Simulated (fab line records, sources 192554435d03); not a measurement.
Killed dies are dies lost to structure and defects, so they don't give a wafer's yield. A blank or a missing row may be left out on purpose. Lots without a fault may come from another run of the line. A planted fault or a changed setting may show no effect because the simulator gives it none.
fab line records | flow n5_finfet
record lots=6 wafers=17 last_day=21
route steps=1938 shown BEOL_M2@852 BEOL_M4@1111
lots that met no fault: from a run of the same line without faults
start_h: hours from the record's first day to the start of the lot's first wafer shown | wait_h: hours since the lot's step before | " the same as in the row above | L1.1+2: a row that stands for several wafers | - no value, or no start given | * or withheld: withheld | < > ~ a bound
route shown NAME@n: a module of which the file shows steps, and the number in the route of the first | usual: mean/standard deviation of fault-free wafers | same: alike in all rows | chamber/n: place in a boat | sites: the reading at each site | _std_site: their standard deviation | _edge_site: outer sites' mean less inner sites' | radius_mm: how far each site lies from the wafer's centre | mask NAME#n: copy n | behind: the tool/chamber that last shaped the wafer | hold: why the lot was held/for how many hours/how that ended | device: the transistor (n, p or np) that didn't switch | end of line: the same wafers' tests at the end of the route | a step without rows: its recipe alone | killed: dies lost to structure and defects at the first sort, not the wafer's yield | map: a wafer's dies, x killed, . not, _ none there
set.NAME: the setting as run; set.NAME@STEP: as run at that earlier step | model.NAME: the simulator's own value behind a step, which no gauge read
lots at some steps of the route; a table a step, a row a wafer
services: from which hour (start_h, from the record's first day; less than 0 if before it) a tool's chamber was out of use, for how many hours, and why
## steps
# step N5_BEOL_M2_PEB_09
# recipe peb_temp_c=100 peb_time_s=60 resist=CAR-EUV
# step N5_BEOL_M2_DEVELOP_10
# recipe develop_time_s=30 developer=TMAH resist=CAR-EUV rinse_liquid=surfactant_rinse dry=air_spin dev_temp_c=23
# step N5_BEOL_M2_CD_MEAS_11
# recipe target_cd_nm=16.79 landing_energy_ev=500 detector=se_inlens polarity=opening
# usual cd_nm=16.83/0.23
# columns lot.wafer tool chamber start_h wait_h cd_nm
L182.3 cd_sem-01 0 187.79 - 16.58
L182.4 " 0 " " 16.96
L182.6 " 0 " " 16.48
L189.3 cd_sem-02 0 236.38 - 16.99
L189.4 " 0 " " 16.64
L192.2 cd_sem-02 0 245.00 - 16.80
L192.4 " 0 " " 17.09
L192.5 " 0 " " 17.14
L193.2 cd_sem-01 0 258.45 - 16.75
L193.5 " 0 " " 16.50
L193.6 " 0 " " 16.72
L195.2 cd_sem-03 0 272.91 - 16.47
L195.3 " 0 " " 16.82
L195.4 " 0 " " 17.08
L196.1 cd_sem-03 0 273.93 - 16.94
L196.4 " 0 " " 17.02
L196.5 " 0 " " 16.76
# step N5_BEOL_M2_OVL_MEAS_12
# recipe points_per_wafer=522
# usual M2_OVL=0.3/0.6
# columns lot.wafer tool chamber start_h wait_h M2_OVL[nm]
L182.3 overlay-01 0 187.83 0.0 -0.2
L182.4 " 0 " " 0.1
L182.6 " 0 " " 1.0
L189.3 overlay-01 0 236.42 0.0 -0.2
L189.4 " 0 " " 0.4
L192.2 overlay-01 0 245.03 0.0 0.1
L192.4 " 0 " " 0.5
L192.5 " 0 " " -0.3
L193.2 overlay-02 0 258.49 0.0 -1.0
L193.5 " 0 " " -0.2
L193.6 " 0 " " -0.3
L195.2 overlay-01 0 272.95 0.0 1.5
L195.3 " 0 " " 1.0
L195.4 " 0 " " 0.5
L196.1 overlay-02 0 273.96 0.0 0.6
L196.4 " 0 " " -0.2
L196.5 " 0 " " 1.1
# step N5_BEOL_M2_INSPECT_13
# recipe mode=adi inspect_instrument=brightfield
# usual raw_defect_count=404/94
# columns lot.wafer tool chamber start_h wait_h raw_defect_count
L182.3 defect_inspect-01 - 187.87 0.0 366
L182.4 " - " " 359
L182.6 " - " " 294
L189.3 defect_inspect-01 - 236.47 0.0 360
L189.4 " - " " 369
L192.2 defect_inspect-02 - 245.09 0.0 388
L192.4 " - " " 538
L192.5 " - " " 289
L193.2 defect_inspect-02 - 258.54 0.0 509
L193.5 " - " " 494
L193.6 " - " " 434
L195.2 defect_inspect-02 - 273.01 0.1 551
L195.3 " - " " 595
L195.4 " - " " 398
L196.1 defect_inspect-02 - 274.02 0.1 349
L196.4 " - " " 522
L196.5 " - " " 375
# step N5_BEOL_M2_DESCUM_16
# recipe chemistry=O2 time_s=7 source_power_w=50 bias_power_w=20 pressure_mtorr=20 rf_frequency_hz=2.712e+07 temp_c=40 resist=CAR-EUV o2_flow_sccm=225
# usual drypump_motor_current_A=5.9/0.45 oes_product_au=0.81/0.083 rf_vpp_V=243.9/1.3 showerhead_plenum_p_Torr=2.14/0.07 throttle_valve_pct=20.33/0.21
# columns lot.wafer tool chamber start_h wait_h drypump_motor_current_A oes_product_au rf_hours_counter_h rf_vpp_V showerhead_plenum_p_Torr throttle_valve_pct
L182.3 rie_diel-05 2 187.91 0.0 5.8 0.87 48 244.1 2.10 20.06
L182.4 " 0 " " 5.7 0.80 62 243.9 2.21 20.08
L182.6 " 3 " " 6.7 0.88 - 244.9 2.25 20.41
L189.3 rie_diel-05 1 236.50 0.0 6.2 0.90 39 243.7 2.22 20.57
L189.4 " 0 " " 5.7 0.78 82 246.1 2.21 20.12
L192.2 rie_diel-04 3 245.12 0.0 5.6 0.67 272 242.4 2.14 20.52
L192.4 " 3 " " 5.7 0.67 - 243.2 2.14 20.55
L192.5 " 2 " " 5.7 0.76 - 242.5 2.07 20.18
L193.2 rie_diel-05 1 258.64 0.1 6.2 0.88 46 244.9 2.22 20.59
L193.5 " 2 " " 5.8 0.81 - 243.1 2.09 20.11
L193.6 " 1 " " 6.2 0.88 - 246.6 2.22 20.58
L195.2 rie_diel-04 0 273.04 0.0 5.1 0.91 17 242.9 2.05 20.34
L195.3 " 2 " " 5.7 0.75 143 242.7 2.07 20.20
L195.4 " 2 " " 5.7 0.75 - 242.9 2.07 20.21
L196.1 rie_diel-04 1 274.08 0.1 6.3 0.90 48 243.2 2.14 20.48
L196.4 " 0 " " 5.1 0.92 - 243.4 2.05 20.33
L196.5 " 1 " " 6.3 0.90 - 242.8 2.14 20.46
# step N5_BEOL_M2_ETCH_74
# recipe chemistry=N2/H2 target=underlayer target_depth_a=65 mask_material=CAR-EUV time_s=5.2 ion_energy_ev=200 pressure_mtorr=30 source_w=840 bias_w=150 n2_flow_sccm=200 h2_flow_sccm=200 ends=cleared
# usual drypump_motor_current_A=5.9/0.45 etch_rf_on_time_s=5.17/0.14 oes_product_au=0.69/0.069 rf_vpp_V=525.5/2.3 showerhead_plenum_p_Torr=2.61/0.074 throttle_valve_pct=17.79/0.27
# columns lot.wafer tool chamber start_h wait_h drypump_motor_current_A etch_rf_on_time_s oes_product_au rf_hours_counter_h rf_vpp_V showerhead_plenum_p_Torr throttle_valve_pct
L182.3 rie_diel-05 2 187.94 0.0 5.8 5.35 0.73 48 525.6 2.59 17.73
L182.4 " 0 " " 5.7 5.15 0.70 62 526.0 2.66 17.32
L182.6 " 3 " " 6.7 5.08 0.77 - 527.4 2.69 17.44
L189.3 rie_diel-05 1 236.53 0.0 6.2 4.95 0.78 39 528.3 2.71 18.13
L189.4 " 0 " " 5.7 4.95 0.70 82 529.5 2.66 17.35
L192.2 rie_diel-04 3 245.15 0.0 5.7 4.96 0.60 272 525.8 2.60 18.02
L192.4 " 3 " " 5.7 4.96 0.59 - 525.5 2.60 18.03
L192.5 " 2 " " 5.7 5.12 0.65 - 522.7 2.54 17.70
L193.2 rie_diel-05 1 258.68 0.0 6.2 5.09 0.74 46 526.9 2.71 18.12
L193.5 " 2 " " 5.7 5.48 0.69 - 524.5 2.58 17.77
L193.6 " 1 " " 6.2 5.04 0.75 - 526.6 2.71 18.13
L195.2 rie_diel-04 0 273.08 0.0 5.1 5.20 0.79 17 522.8 2.50 17.79
L195.3 " 2 " " 5.7 5.13 0.65 143 524.5 2.53 17.76
L195.4 " 2 " " 5.7 5.14 0.64 - 523.1 2.53 17.74
L196.1 rie_diel-04 1 274.12 0.0 6.3 5.24 0.75 48 523.7 2.61 18.08
L196.4 " 0 " " 5.1 5.15 0.79 - 521.8 2.50 17.79
L196.5 " 1 " " 6.3 5.21 0.76 - 526.8 2.61 18.09
# step N5_BEOL_M2_ETCH_63
# recipe chemistry=CF4 target=SiARC target_depth_a=156 mask_material=CAR-EUV time_s=26 ion_energy_ev=80 pressure_mtorr=40 source_w=545 bias_w=36 Ar_flow_sccm=100 cf4_flow_sccm=100 ends=cleared
# usual drypump_motor_current_A=5.9/0.45 etch_rf_on_time_s=25.9/0.62 oes_product_au=0.69/0.068 rf_vpp_V=184.6/1.1 showerhead_plenum_p_Torr=2.19/0.059 throttle_valve_pct=15.51/0.18
# columns lot.wafer tool chamber start_h wait_h drypump_motor_current_A etch_rf_on_time_s oes_product_au rf_hours_counter_h rf_vpp_V showerhead_plenum_p_Torr throttle_valve_pct
L182.3 rie_diel-05 2 187.96 0.0 5.8 26.4 0.73 48 184.4 2.18 15.42
L182.4 " 0 " " 5.7 25.3 0.71 62 187.8 2.25 15.24
L182.6 " 3 " " 6.7 25.4 0.76 - 186.9 2.26 15.29
L189.3 rie_diel-05 1 236.55 0.0 6.2 25.4 0.75 39 185.4 2.27 15.64
L189.4 " 0 " " 5.7 24.9 0.70 82 184.1 2.24 15.30
L192.2 rie_diel-04 3 245.17 0.0 5.7 25.0 0.60 272 185.2 2.18 15.77
L192.4 " 3 " " 5.7 24.8 0.59 - 184.1 2.18 15.77
L192.5 " 2 " " 5.7 26.1 0.65 - 183.7 2.16 15.56
L193.2 rie_diel-05 1 258.69 0.0 6.2 25.7 0.74 46 185.8 2.27 15.62
L193.5 " 2 " " 5.7 27.2 0.69 - 183.8 2.17 15.48
L193.6 " 1 " " 6.2 25.5 0.74 - 184.7 2.27 15.63
L195.2 rie_diel-04 0 273.09 0.0 5.1 25.3 0.80 17 182.8 2.09 15.46
L195.3 " 2 " " 5.7 26.1 0.65 143 183.0 2.15 15.58
L195.4 " 2 " " 5.7 26.1 0.64 - 184.2 2.15 15.59
L196.1 rie_diel-04 1 274.13 0.0 6.3 25.9 0.76 48 183.9 2.17 15.54
L196.4 " 0 " " 5.1 25.3 0.79 - 183.3 2.09 15.45
L196.5 " 1 " " 6.3 25.9 0.75 - 185.0 2.17 15.53
# step N5_BEOL_M2_ETCH_64
# recipe chemistry=N2/H2 target=SOC target_depth_a=750 overetch_a=225 mask_material=SiARC temp_c=40 time_s=121.9 ion_energy_ev=200 pressure_mtorr=30 source_w=840 bias_w=150 n2_flow_sccm=200 h2_flow_sccm=200
# step N5_BEOL_M2_STRIP_65
# recipe chemistry=N2/H2 temp_c=40 n2_flow_sccm=200 h2_flow_sccm=200 rf_frequency_hz=6e+07
# step N5_BEOL_M2_STRIP_75
# recipe chemistry=N2/H2 temp_c=40 n2_flow_sccm=200 h2_flow_sccm=200 rf_frequency_hz=6e+07
# step N5_BEOL_M2_STRIP_66
# recipe chemistry=CF4 resist=SiARC power_w=300 bias_power_w=75 pressure_mtorr=50 cf4_flow_sccm=150 rf_frequency_hz=6e+07
# usual drypump_motor_current_A=5.9/0.45 oes_product_au=0.80/0.078 power_w=300.0/0.87 rf_vpp_V=271.9/1.4 showerhead_plenum_p_Torr=1.84/0.043 throttle_valve_pct=13.48/0.22
# columns lot.wafer tool chamber start_h wait_h drypump_motor_current_A oes_product_au power_w rf_hours_counter_h rf_vpp_V showerhead_plenum_p_Torr throttle_valve_pct
L182.3 rie_diel-05 2 188.12 0.0 5.7 0.85 298.2 48 272.0 1.84 13.41
L182.4 " 0 " " 5.7 0.81 299.6 62 273.0 1.87 13.20
L182.6 " 3 " " 6.7 0.87 298.9 - 273.5 1.87 13.18
L189.3 rie_diel-05 1 236.71 0.0 6.2 0.86 298.9 39 273.1 1.91 13.59
L189.4 " 0 " " 5.7 0.78 298.7 82 274.6 1.87 13.25
L192.2 rie_diel-04 3 245.33 0.0 5.7 0.67 297.8 272 271.6 1.83 13.83
L192.4 " 3 " " 5.7 0.67 299.3 - 271.9 1.83 13.82
L192.5 " 2 " " 5.7 0.75 299.5 - 269.7 1.82 13.58
L193.2 rie_diel-05 1 258.85 0.0 6.2 0.85 298.6 47 272.9 1.90 13.59
L193.5 " 2 " " 5.7 0.82 299.1 - 271.1 1.83 13.48
L193.6 " 1 " " 6.2 0.85 299.0 - 272.9 1.90 13.60
L195.2 rie_diel-04 0 273.26 0.0 5.1 0.90 301.5 17 271.7 1.77 13.46
L195.3 " 2 " " 5.7 0.74 299.2 143 270.3 1.82 13.60
L195.4 " 2 " " 5.7 0.75 300.6 - 272.1 1.82 13.59
L196.1 rie_diel-04 1 274.29 0.0 6.3 0.88 300.7 48 271.5 1.80 13.42
L196.4 " 0 " " 5.1 0.91 300.8 - 269.7 1.77 13.48
L196.5 " 1 " " 6.3 0.87 301.2 - 270.0 1.80 13.41
# step N5_BEOL_M2_HM_OPEN_17
# recipe chemistry=Cl2/BCl3 target_depth_a=200 overetch_a=60 target=TiN mask_material=SOC ion_energy_ev=150 pressure_mtorr=10 icp_w=1000 bias_w=126 Cl2_flow_sccm=53.25 bcl3_flow_sccm=21.75 Ar_flow_sccm=25
# usual drypump_motor_current_A=5.9/0.46 he_backside_leak_sccm=3.37/0.18 oes_product_au=0.64/0.057 throttle_valve_pct=22.0/0.34
# columns lot.wafer tool chamber start_h wait_h drypump_motor_current_A he_backside_leak_sccm oes_product_au rf_hours_counter_h throttle_valve_pct model.SOC_of_BEOL_M2_COAT_61.thk_nm
L182.3 rie_metal-03 0 188.28 0.2 5.7 3.64 0.69 - 22.1 52.4
L182.4 " 1 " " 6.5 3.37 0.53 - 22.3 52.2
L182.6 " 1 " " 6.5 3.37 0.52 - 22.3 52.2
L189.3 rie_metal-02 1 236.78 0.1 5.4 3.16 0.59 - 22.5 52.4
L189.4 " 0 " " 5.4 3.56 0.65 - 22.1 52
L192.2 rie_metal-02 1 245.37 0.0 5.4 3.28 0.58 98 22.5 50
L192.4 " 1 " " 5.4 3.27 0.58 - 22.5 52.4
L192.5 " 1 " " 5.4 3.24 0.58 - 22.5 52.4
L193.2 rie_metal-02 0 258.91 0.0 5.4 3.49 0.65 47 22.1 49.6
L193.5 " 0 " " 5.4 3.58 0.66 - 22.1 52
L193.6 " 1 " " 5.4 3.21 0.57 - 22.5 52.4
L195.2 rie_metal-03 0 273.30 0.0 5.7 3.27 0.67 41 22.1 52
L195.3 " 1 " " 6.5 3.24 0.82 - 21.7 51.6
L195.4 " 0 " " 5.7 3.30 0.68 - 22.1 52.2
L196.1 rie_metal-01 1 274.33 0.0 6.3 3.31 0.58 87 22.1 51.8
L196.4 " 0 " " 6.4 3.45 0.67 - 21.5 52.6
L196.5 " 0 " " 6.4 3.43 0.67 - 21.5 52.6
# step N5_BEOL_M2_STRIP_19
# recipe chemistry=O2 power_w=400 temp_c=40 pressure_mtorr=30 rf_frequency_hz=6e+07 bias_power_w=0 overash_fraction=0.2 o2_flow_sccm=225
# usual drypump_motor_current_A=5.9/0.43 oes_product_au=0.80/0.084 rf_vpp_V=3.6/0.46 showerhead_plenum_p_Torr=2.14/0.066 throttle_valve_pct=16.59/0.19
# columns lot.wafer tool chamber start_h wait_h drypump_motor_current_A oes_product_au rf_hours_counter_h rf_vpp_V showerhead_plenum_p_Torr throttle_valve_pct
L182.3 rie_diel-04 2 188.43 0.1 5.7 0.79 101 3.7 2.08 16.37
L182.4 " 0 " " 5.1 0.67 246 4.3 2.06 16.99
L182.6 " 0 " " 5.1 0.66 - 2.8 2.06 16.99
L189.3 rie_diel-05 1 236.86 0.1 6.2 0.90 39 4.2 2.23 16.70
L189.4 " 2 " " 5.7 0.84 68 3.5 2.10 16.36
L192.2 rie_diel-04 3 245.49 0.1 5.6 0.67 272 3.9 2.14 16.84
L192.4 " 0 " " 5.1 0.96 - 3.5 2.06 16.52
L192.5 " 2 " " 5.7 0.77 - 4.0 2.08 16.43
L193.2 rie_diel-04 3 259.04 0.1 5.7 0.67 279 3.6 2.14 16.86
L193.5 " 3 " " 5.6 0.67 - 3.4 2.14 16.86
L193.6 " 0 " " 5.1 0.93 - 3.6 2.06 16.55
L195.2 rie_diel-04 2 273.53 0.2 5.7 0.75 143 3.7 2.07 16.45
L195.3 " 0 " " 5.1 0.91 17 3.5 2.06 16.56
L195.4 " 2 " " 5.7 0.75 - 4.5 2.07 16.46
L196.1 rie_diel-04 1 274.45 0.1 6.3 0.90 48 3.6 2.14 16.69
L196.4 " 0 " " 5.1 0.90 - 3.3 2.06 16.55
L196.5 " 2 " " 5.7 0.75 - 3.4 2.07 16.45
# step N5_BEOL_M4_RC_MEAS_101
# usual DIBL_N=37.7/2 DIBL_P=37.7/2.3 IOFF_N=0.18/0.039 IOFF_P=0.23/0.042 ION_N=681/12 ION_P=463/8 SS_N=71.9/0.68 SS_P=73.6/0.71 VT_N=248/3.2 VT_P=-249/3.1
# columns lot.wafer tool chamber start_h wait_h DIBL_N[mV/V] DIBL_P[mV/V] IOFF_N[nA/um] IOFF_P[nA/um] ION_N[uA/um] ION_P[uA/um] SS_N[mV/dec] SS_P[mV/dec] VT_N[mV] VT_P[mV]
L182.3 prober-01 0 310.26 0.3 40.5 41.4 0.24 0.33 702 483 72.5 74.7 245 -243
L182.4 " 0 " " 37.3 37.3 0.18 0.25 683 469 71.3 73.2 246 -245
L182.6 " 0 " " 38.5 38.3 0.19 0.26 669 464 71.7 73.8 250 -248
L189.3 prober-02 0 358.40 0.3 40.2 41.9 0.23 0.27 682 461 72.8 74.6 246 -249
L189.4 " 0 " " 37.7 39.5 0.18 0.22 686 462 71.9 73.5 245 -251
L192.2 prober-01 0 378.01 0.2 40.0 39.9 0.21 0.24 675 461 72.4 74.3 249 -251
L192.4 " 0 " " 36.4 36.9 0.15 0.21 679 468 70.9 73.4 252 -251
L192.5 " 0 " " 35.8 37.0 0.14 0.20 662 462 71.0 72.8 253 -250
L193.2 prober-01 0 385.83 0.2 37.6 39.6 0.18 0.20 680 455 72.9 73.5 246 -252
L193.5 " 0 " " 37.9 40.1 0.19 0.23 671 456 71.9 73.6 248 -251
L193.6 " 0 " " 34.7 35.6 0.13 0.16 676 458 71.4 72.9 249 -257
L195.2 prober-02 0 389.25 0.2 33.0 31.6 0.11 0.16 654 450 70.5 72.0 255 -252
L195.3 " 0 " " 36.0 36.1 0.16 0.22 661 457 71.9 74.1 248 -250
L195.4 " 0 " " 35.5 35.9 0.17 0.21 680 470 71.7 72.5 249 -246
L196.1 prober-02 0 402.27 0.0 38.4 37.0 0.23 0.25 706 471 72.1 73.2 241 -246
L196.4 " 0 " " 37.0 34.9 0.16 0.21 663 455 71.9 72.4 251 -247
L196.5 " 0 " " 38.9 39.3 0.24 0.29 705 475 72.5 75.0 241 -245
## services
# columns tool chamber start_h hours kind
rie_metal-02 1 166.21 4.4 repair
rie_metal-01 - 177.00 0.5 repair
rie_diel-04 0 198.98 - clean
rie_diel-04 0 198.98 - consumable_replace:focus_ring
rie_diel-04 0 198.98 36.9 scheduled_down
rie_diel-04 0 198.98 36.9 vent_cycle
rie_diel-04 1 200.64 69.6 repair
rie_diel-04 3 203.83 8.1 repair
rie_metal-03 - 217.63 28.1 pm
rie_metal-03 1 245.73 - clean
rie_metal-03 1 245.73 15.1 scheduled_down
rie_metal-03 1 245.73 15.1 vent_cycle
rie_diel-05 0 250.34 11.5 repair
rie_diel-05 0 265.71 1.2 repair
rie_diel-04 3 270.29 - clean
rie_diel-04 3 270.29 - consumable_replace:focus_ring
rie_diel-04 3 270.29 19.2 scheduled_down
rie_diel-04 3 270.29 19.2 vent_cycle
## key
first_sign none at tools or gauges
model_effect step=N5_BEOL_M2_HM_OPEN_17 value=SOC_of_BEOL_M2_COAT_61.thk_nm without=52.4 struck=49.8
met_at N5_BEOL_M2_HM_OPEN_17
struck_wafers L192.2,L193.2
baseline_loss step=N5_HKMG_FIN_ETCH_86 wafers=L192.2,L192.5
onset_between 236.78 245.37
fault kind=process_parameter_drift tool=rie_metal-02 chamber=- onset_h=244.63 steps=N5_BEOL_M2_HM_OPEN_17 channel=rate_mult offset=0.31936 shape=step end_h=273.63 scope=struck_wafers_only
# baseline_loss: these wafers lose ten dies or more at that step, a loss of the line's own and not of a fault; the sort's usual values leave them out
